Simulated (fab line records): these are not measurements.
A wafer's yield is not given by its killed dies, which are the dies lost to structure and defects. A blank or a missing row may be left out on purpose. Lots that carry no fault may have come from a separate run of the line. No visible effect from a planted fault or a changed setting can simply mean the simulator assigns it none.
Which tool was responsible? ; flow nand harc ; 33 wafers from 11 lots sampled at 3 of the route's 1159 steps

== WHAT THE GAUGES SHOWED, per wafer ==
NHARC_A_CONTACT_CD_MEAS_42 targets a cd of 200 nm. Usual: cd nm 200.2 nm, standard deviation 0.55.
lot;measured;on;cd nm (nm);flag
L933;day 15 19:08;cd sem-02;200.5 200.1 200.2;
L936;day 16 12:49;cd sem-03;200.5 200.7 200.2;
L939;day 17 14:31;cd sem-02;200.7 200.9 201.1;
L940;day 17 19:51;cd sem-01;200.0 199.9 200.3;
L941;day 18 17:31;cd sem-02;200.3 200.0 199.9;
L944;day 19 08:45;cd sem-02;200.7 200.8 199.9;
L949;day 19 21:52;cd sem-02;200.4 200.1 200.4;
L955;day 21 16:51;cd sem-03;200.4 200.8 200.4;
L950;day 21 17:08;cd sem-02;214.4 213.8 213.5;OFF
L956;day 21 20:50;cd sem-03;199.4 199.0 200.1;
L954;day 22 03:38;cd sem-01;212.1 212.0 211.6;OFF

== WHICH TOOL RAN EACH LOT (tool, then ch and the chambers of the sampled wafers, then the start) ==
lot;NHARC_A_WL_FILL_CVD_20;NHARC_A_CONTACT_EXPOSE_39
L933;cvd w-01 ch 0,1, day 15 19:00 or earlier;arfi scanner-01 ch 0, day 15 19:00
L936;cvd w-02 ch 0,1, day 16 12:41 or earlier;arfi scanner-02 ch 0, day 16 12:41
L939;cvd w-01 ch 0,1, day 17 14:22 or earlier;arfi scanner-02 ch 0, day 17 14:22
L940;cvd w-01 ch 0,1, day 17 19:43 or earlier;arfi scanner-02 ch 0, day 17 19:43
L941;cvd w-02 ch 0,1, day 18 17:23 or earlier;arfi scanner-03 ch 0, day 18 17:23
L944;cvd w-02 ch 0,1, day 19 08:37 or earlier;arfi scanner-02 ch 0, day 19 08:37
L949;cvd w-02 ch 0,1, day 19 21:43 or earlier;arfi scanner-01 ch 0, day 19 21:43
L955;cvd w-01 ch 0,1, day 21 16:43 or earlier;arfi scanner-03 ch 0, day 21 16:43
L950;cvd w-02 ch 0,1, day 21 16:59 or earlier;arfi scanner-02 ch 0, day 21 16:59
L956;cvd w-02 ch 0,1, day 21 20:42 or earlier;arfi scanner-03 ch 0, day 21 20:42
L954;cvd w-01 ch 0,1, day 22 03:29 or earlier;arfi scanner-02 ch 0, day 22 03:29
- NHARC_A_WL_FILL_CVD_20: deposits W, target thk 75 nm, time 5064 s.
- NHARC_A_CONTACT_EXPOSE_39: exposes mask A CC 3.

== WHAT THE TOOLS THEMSELVES READ (means of the sampled wafers that have a number; where no wafer has one, the mark that the record gives instead) ==
NHARC_A_WL_FILL_CVD_20. Usual: heater power outer w 263 W, standard deviation 12; heater power w 488 W, standard deviation 22; mfc ar sccm 1559 sccm, standard deviation 4.9; throttle valve pct 7.99 %, standard deviation 0.22.
lot;tool;heater power outer w (W);heater power w (W);mfc ar sccm (sccm);throttle valve pct (%);flag
L933;cvd w-01;255;466;1557;8.05;
L936;cvd w-02;275;507;1557;8.03;
L939;cvd w-01;252;481;1565;8.19;
L940;cvd w-01;249;477;1558;8.05;
L941;cvd w-02;274;503;1568;7.91;
L944;cvd w-02;282;513;1558;7.87;
L949;cvd w-02;276;504;1555;7.79;
L955;cvd w-01;252;476;1558;7.88;
L950;cvd w-02;277;515;1557;7.88;
L956;cvd w-02;281;516;1557;7.96;
L954;cvd w-01;252;466;1555;8.19;

NHARC_A_CONTACT_EXPOSE_39. Usual: exposure dose mJ cm2 58.75, standard deviation 0.054.
lot;tool;exposure dose mJ cm2;flag
L933;arfi scanner-01;58.78;
L936;arfi scanner-02;58.76;
L939;arfi scanner-02;58.77;
L940;arfi scanner-02;58.79;
L941;arfi scanner-03;58.70;
L944;arfi scanner-02;58.79;
L949;arfi scanner-01;58.68;
L955;arfi scanner-03;58.70;
L950;arfi scanner-02;76.62;OFF
L956;arfi scanner-03;58.66;
L954;arfi scanner-02;73.03;OFF

== THE ANSWER, worked out from the rows above alone ==
Rule: lot off if the mean of its wafers having a number is beyond 3 standard deviations from the usual mean. Also off: a lot with no number at a reading for which 4 or more lots have one. The other lots that the step has rows for count as sound. After the gauges, taken in route order, come the tools' own readings; for these a lot's mean is taken, as printed above. At the first step where some lot is off, the reading lying furthest off is the one used; lots without a number count as furthest.
Off at NHARC_A_CONTACT_CD_MEAS_42 (cd nm): L950, L954.
A tool fits if, at a process step before that reading, it ran every lot that is off, and no sound lot after the first of them. The gauges at NHARC_A_CONTACT_CD_MEAS_42 aren't tried: what is off there is off at NHARC_A_CONTACT_EXPOSE_39 too, on other tools, and a gauge's error can't cause that. With no start given for some of its lots, NHARC_A_WL_FILL_CVD_20 uses the hours and lot order of NHARC_A_CONTACT_EXPOSE_39. One fits: NHARC_A_CONTACT_EXPOSE_39 on arfi scanner-02. Its last sound lot is L944 (day 19 08:37), its first lot that is off L950 (day 21 16:59): a fault that began between those two fits.
On the lots that are off, the tool's own readings at NHARC_A_CONTACT_EXPOSE_39 differ by more than 5 times the standard deviation of the sound lots' means, which bears it out; exposure dose mJ cm2 reads 74.83 there versus 58.74 on the sound lots.

== WHAT HAD BEEN PUT IN BY THE SIMULATOR ==
Drift in process parameters on arfi scanner-02 at NHARC_A_CONTACT_EXPOSE_39, starting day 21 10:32. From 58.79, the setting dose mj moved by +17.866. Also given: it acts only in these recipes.
Struck lots among those shown: L950, L954. Same finding as the rule above.
